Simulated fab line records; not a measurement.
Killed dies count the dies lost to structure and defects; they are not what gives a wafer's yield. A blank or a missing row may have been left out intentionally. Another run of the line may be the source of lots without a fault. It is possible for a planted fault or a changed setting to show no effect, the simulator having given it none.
fab line records -- flow n5_finfet -- part 2 of 2: steps 25 to 34 of 34
[record] lots = 5, wafers = 15, last_day = 14
route steps=1938 shown BEOL_M9@1450 BEOL_M10@1470
lots that met no fault: taken from a fault-free run of the same line
start_h: hours from the record's first day to the start of the lot's first wafer shown -- wait_h: time in hours since the lot's previous step -- " repeats the value in the row above -- L1.1+2: a single row standing in for several wafers -- - no value, or no start was given -- * or withheld: withheld -- < > ~ a bound
route shown NAME@n: names a module that has steps shown in the file, with the first one's number in the route -- usual: the fault-free wafers' mean and standard deviation -- same: alike in all rows -- chamber/n: place in a boat -- sites: the reading at each site -- _std_site: how widely they spread, as a standard deviation -- _edge_site: the outer-site mean with the inner-site mean subtracted -- radius_mm: how far each site lies from the wafer's centre -- mask NAME#n: copy n -- behind: the tool/chamber that last shaped the wafer -- hold: what put the lot on hold/how long, in hours/how the hold closed -- device: the transistor (n, p or np) that didn't switch -- end of line: the tests these same wafers got at the end of their route -- where a step has no rows: the recipe by itself -- killed: dies that structure and defects cost at the first sort, which is not the same as the wafer's yield -- map: a wafer's dies, x killed, . not, _ none there
set.NAME: the run value of the setting; set.NAME@STEP: its run value at that earlier step -- model.NAME: the simulator's own value behind a step, which no gauge read
certain route steps with their lots: each step a table, each wafer a row
services: the hour from which a tool's chamber was out of use, counted from the record's first day as start_h (under 0 if before that day), plus the number of hours and why
[[steps]]
[step N5_BEOL_M10_HM_DEP_02]
[recipe] material = TiN, target_thk_a = 200, temp_c = 25, chamber_pressure_pa = 0.49996
[usual] throttle_valve_pct = 29.7/0.97
lot.wafer,tool,chamber,start_h,wait_h,throttle_valve_pct
L077.2,pvd_sputter-02,-,221.50,0.5,30.2
L077.3,pvd_sputter-02,-,221.50,0.5,28.7
L077.5,pvd_sputter-02,-,221.50,0.5,28.5
L078.4,pvd_sputter-03,-,232.57,1.1,31.2
L078.5,pvd_sputter-03,-,232.57,1.1,29.9
L078.6,pvd_sputter-03,-,232.57,1.1,28.3
L080.3,pvd_sputter-01,-,250.21,1.1,30.1
L080.4,pvd_sputter-01,-,250.21,1.1,30.6
L080.5,pvd_sputter-01,-,250.21,1.1,30.7
L081.1,pvd_sputter-02,-,276.70,0.9,28.4
L081.3,pvd_sputter-02,-,276.70,0.9,29.0
L081.6,pvd_sputter-02,-,276.70,0.9,28.8
L085.1,pvd_sputter-03,-,285.37,1.5,31.4
L085.3,pvd_sputter-03,-,285.37,1.5,29.0
L085.6,pvd_sputter-03,-,285.37,1.5,27.8
[step N5_BEOL_M10_COAT_59]
[recipe] resist = SOC, temp_c = 250, time_s = 60, spin_rpm = 1500, resist_thk_nm = 100
[usual] chill_plate_temp_C = 22.99/0.12, spin_speed_rpm = 1500.1/1.3
lot.wafer,tool,chamber,start_h,wait_h,chill_plate_temp_C,spin_speed_rpm
L077.2,litho_track-04,0,221.62,0.1,23.01,1499.8
L077.3,litho_track-04,0,221.62,0.1,22.89,1500.0
L077.5,litho_track-04,0,221.62,0.1,22.92,1499.5
L078.4,litho_track-04,0,232.69,0.1,22.79,1500.3
L078.5,litho_track-04,0,232.69,0.1,22.74,1500.7
L078.6,litho_track-04,0,232.69,0.1,22.78,1499.5
L080.3,litho_track-03,0,250.34,0.1,23.07,1498.0
L080.4,litho_track-03,0,250.34,0.1,23.16,1499.8
L080.5,litho_track-03,0,250.34,0.1,23.16,1500.6
L081.1,litho_track-05,0,276.83,0.1,22.89,1500.2
L081.3,litho_track-05,0,276.83,0.1,22.92,1501.4
L081.6,litho_track-05,0,276.83,0.1,22.84,1500.7
L085.1,litho_track-04,0,285.50,0.1,23.05,1498.9
L085.3,litho_track-04,0,285.50,0.1,22.86,1499.9
L085.6,litho_track-04,0,285.50,0.1,22.91,1501.0
[step N5_BEOL_M10_COAT_60]
[recipe] resist = SiARC, temp_c = 220, time_s = 60, spin_rpm = 1500, resist_thk_nm = 30
[usual] chill_plate_temp_C = 22.99/0.099, spin_speed_rpm = 1499.9/1.1
lot.wafer,tool,chamber,start_h,wait_h,chill_plate_temp_C,spin_speed_rpm
L077.2,litho_track-04,0,-,-,22.94,1500.2
L077.3,litho_track-04,0,-,-,22.92,1499.9
L077.5,litho_track-04,0,-,-,22.92,1498.9
L078.4,litho_track-04,0,-,-,22.85,1500.1
L078.5,litho_track-04,0,-,-,22.75,1499.6
L078.6,litho_track-04,0,-,-,22.97,1498.6
L080.3,litho_track-03,0,-,-,23.02,1499.1
L080.4,litho_track-03,0,-,-,22.96,1498.7
L080.5,litho_track-03,0,-,-,23.07,1499.2
L081.1,litho_track-05,0,-,-,22.91,1501.5
L081.3,litho_track-05,0,-,-,22.88,1499.9
L081.6,litho_track-05,0,-,-,22.96,1500.9
L085.1,litho_track-04,0,-,-,23.13,1500.1
L085.3,litho_track-04,0,-,-,22.96,1499.2
L085.6,litho_track-04,0,-,-,23.02,1498.9
[step N5_BEOL_M10_COAT_05]
[recipe] resist = CAR-ArF, spin_rpm = 1500, resist_thk_nm = 90
[usual] chill_plate_temp_C = 22.98/0.1, spin_speed_rpm = 1500.0/1.1
lot.wafer,tool,chamber,start_h,wait_h,chill_plate_temp_C,spin_speed_rpm
L077.2,litho_track-04,0,-,-,22.81,1500.3
L077.3,litho_track-04,0,-,-,22.93,1499.1
L077.5,litho_track-04,0,-,-,23.06,1501.1
L078.4,litho_track-04,0,-,-,22.92,1500.0
L078.5,litho_track-04,0,-,-,22.86,1499.7
L078.6,litho_track-04,0,-,-,22.91,1501.0
L080.3,litho_track-03,0,-,-,23.00,1502.4
L080.4,litho_track-03,0,-,-,23.09,1500.3
L080.5,litho_track-03,0,-,-,22.96,1500.4
L081.1,litho_track-05,0,-,-,22.95,1500.1
L081.3,litho_track-05,0,-,-,23.05,1502.0
L081.6,litho_track-05,0,-,-,22.94,1501.8
L085.1,litho_track-04,0,-,-,22.89,1500.0
L085.3,litho_track-04,0,-,-,22.97,1499.4
L085.6,litho_track-04,0,-,-,23.06,1499.5
[step N5_BEOL_M10_EBR_07]
[recipe] solvent = PGMEA, ebr_width_mm = 1.5
[usual] chill_plate_temp_C = 23.01/0.11
lot.wafer,tool,chamber,start_h,wait_h,chill_plate_temp_C
L077.2,litho_track-04,0,-,-,22.99
L077.3,litho_track-04,0,-,-,22.99
L077.5,litho_track-04,0,-,-,23.14
L078.4,litho_track-04,0,-,-,23.07
L078.5,litho_track-04,0,-,-,23.03
L078.6,litho_track-04,0,-,-,22.91
L080.3,litho_track-03,0,-,-,22.88
L080.4,litho_track-03,0,-,-,22.90
L080.5,litho_track-03,0,-,-,22.93
L081.1,litho_track-05,0,-,-,22.96
L081.3,litho_track-05,0,-,-,23.09
L081.6,litho_track-05,0,-,-,22.89
L085.1,litho_track-04,0,-,-,22.99
L085.3,litho_track-04,0,-,-,23.06
L085.6,litho_track-04,0,-,-,23.15
[step N5_BEOL_M10_SOFTBAKE_06]
[recipe] temp_c = 110, time_s = 60, resist = CAR-ArF
[usual] chill_plate_temp_C = 23.00/0.1
lot.wafer,tool,chamber,start_h,wait_h,chill_plate_temp_C
L077.2,litho_track-04,0,-,-,22.96
L077.3,litho_track-04,0,-,-,22.98
L077.5,litho_track-04,0,-,-,22.99
L078.4,litho_track-04,0,-,-,23.07
L078.5,litho_track-04,0,-,-,22.83
L078.6,litho_track-04,0,-,-,22.98
L080.3,litho_track-03,0,-,-,23.20
L080.4,litho_track-03,0,-,-,23.18
L080.5,litho_track-03,0,-,-,23.17
L081.1,litho_track-05,0,-,-,22.87
L081.3,litho_track-05,0,-,-,22.89
L081.6,litho_track-05,0,-,-,22.85
L085.1,litho_track-04,0,-,-,23.01
L085.3,litho_track-04,0,-,-,22.95
L085.6,litho_track-04,0,-,-,23.19
[step N5_BEOL_M10_EXPOSE_08]
[recipe] mask_id = M10, na = 1.35, source_shape = dipole, sigma_inner = 0.411, sigma_outer = 0.611, polarization = te, dose_mj = 53.75
[same] sigma_outer = 0.611
lot.wafer,tool,chamber,start_h,wait_h,mask
L077.2+3+5,arfi_scanner-01,0,221.87,-,M10#0
L078.4+5+6,arfi_scanner-01,0,232.83,-,M10#0
L080.3+4+5,arfi_scanner-03,0,250.49,-,M10#0
L081.1+3+6,arfi_scanner-01,0,277.14,-,M10#0
L085.1+3+6,arfi_scanner-01,0,285.62,-,M10#0
[step N5_BEOL_M10_PEB_09]
[recipe] peb_temp_c = withheld, peb_time_s = 60, resist = CAR-ArF
[usual] chill_plate_temp_C = 23.02/0.094
lot.wafer,tool,chamber,start_h,wait_h,chill_plate_temp_C
L077.2,litho_track-05,0,221.93,0.0,22.99
L077.3,litho_track-05,0,221.93,0.0,23.09
L077.5,litho_track-05,0,221.93,0.0,23.02
L078.4,litho_track-04,0,232.87,0.0,23.18
L078.5,litho_track-04,0,232.87,0.0,23.17
L078.6,litho_track-04,0,232.87,0.0,23.05
L080.3,litho_track-03,0,250.54,0.0,22.86
L080.4,litho_track-03,0,250.54,0.0,23.03
L080.5,litho_track-03,0,250.54,0.0,22.91
L081.1,litho_track-05,0,277.20,0.1,22.77
L081.3,litho_track-05,0,277.20,0.1,23.03
L081.6,litho_track-05,0,277.20,0.1,23.04
L085.1,litho_track-05,0,285.68,0.1,22.87
L085.3,litho_track-05,0,285.68,0.1,22.96
L085.6,litho_track-05,0,285.68,0.1,22.91
[step N5_BEOL_M10_DEVELOP_10]
[recipe] develop_time_s = 30, developer = TMAH, resist = CAR-ArF, rinse_liquid = diw, dry = air_spin, dev_temp_c = 23
[usual] chill_plate_temp_C = 22.98/0.11
lot.wafer,tool,chamber,start_h,wait_h,chill_plate_temp_C
L077.2,litho_track-05,0,-,-,22.87
L077.3,litho_track-05,0,-,-,22.82
L077.5,litho_track-05,0,-,-,22.89
L078.4,litho_track-04,0,-,-,22.90
L078.5,litho_track-04,0,-,-,22.86
L078.6,litho_track-04,0,-,-,22.94
L080.3,litho_track-03,0,-,-,22.95
L080.4,litho_track-03,0,-,-,22.85
L080.5,litho_track-03,0,-,-,23.01
L081.1,litho_track-05,0,-,-,22.98
L081.3,litho_track-05,0,-,-,22.99
L081.6,litho_track-05,0,-,-,23.12
L085.1,litho_track-05,0,-,-,23.04
L085.3,litho_track-05,0,-,-,22.90
L085.6,litho_track-05,0,-,-,23.12
[step N5_BEOL_M10_CD_MEAS_11]
[recipe] target_cd_nm = 64.1, landing_energy_ev = 500, detector = se_inlens, polarity = opening
[usual] cd_nm = 64.0/0.44
lot.wafer,tool,chamber,start_h,wait_h,cd_nm
L077.2,cd_sem-03,0,221.99,-,63.8
L077.3,cd_sem-03,0,221.99,-,63.6
L077.5,cd_sem-03,0,221.99,-,63.9
L078.4,cd_sem-02,0,232.94,-,64.5
L078.5,cd_sem-02,0,232.94,-,64.1
L078.6,cd_sem-02,0,232.94,-,64.4
L080.3,cd_sem-01,0,250.61,-,63.3
L080.4,cd_sem-01,0,250.61,-,63.8
L080.5,cd_sem-01,0,250.61,-,63.5
L081.1,cd_sem-02,0,277.26,-,64.2
L081.3,cd_sem-02,0,277.26,-,64.2
L081.6,cd_sem-02,0,277.26,-,65.1
L085.1,cd_sem-02,0,285.74,-,63.7
L085.3,cd_sem-02,0,285.74,-,63.8
L085.6,cd_sem-02,0,285.74,-,63.3
[[services]]
tool,chamber,start_h,hours,kind
uv_cure-01,-,204.45,1.0,pm
arfi_scanner-03,-,211.25,1.0,pm
cmp-04,-,212.57,4.0,pm
arfi_scanner-03,-,212.71,0.8,pm
uv_cure-01,-,213.27,5.0,pm
ecd_cu-02,-,213.28,3.4,pm
cvd_co-01,-,226.69,1.1,repair
pecvd-01,0,233.76,9.1,repair
arfi_scanner-01,-,238.40,9.7,repair
uv_cure-03,-,238.98,1.0,pm
pecvd-02,1,242.54,2.1,repair
ecd_cu-01,-,244.80,1.7,repair
uv_cure-01,-,245.56,5.9,repair
arfi_scanner-01,-,250.83,1.3,pm
uv_cure-03,-,251.75,7.5,pm
cmp-04,-,253.81,6.2,pm
arfi_scanner-01,-,257.66,3.9,pm
ald_metal-02,-,258.73,0.5,repair
cmp-03,-,263.69,4.0,pm
pecvd-03,-,263.84,1.6,repair
pecvd-02,-,266.62,1.8,repair
cmp-03,-,269.16,8.9,pm
ald_metal-02,2,270.46,27.3,repair
cvd_co-02,-,279.31,1.3,repair
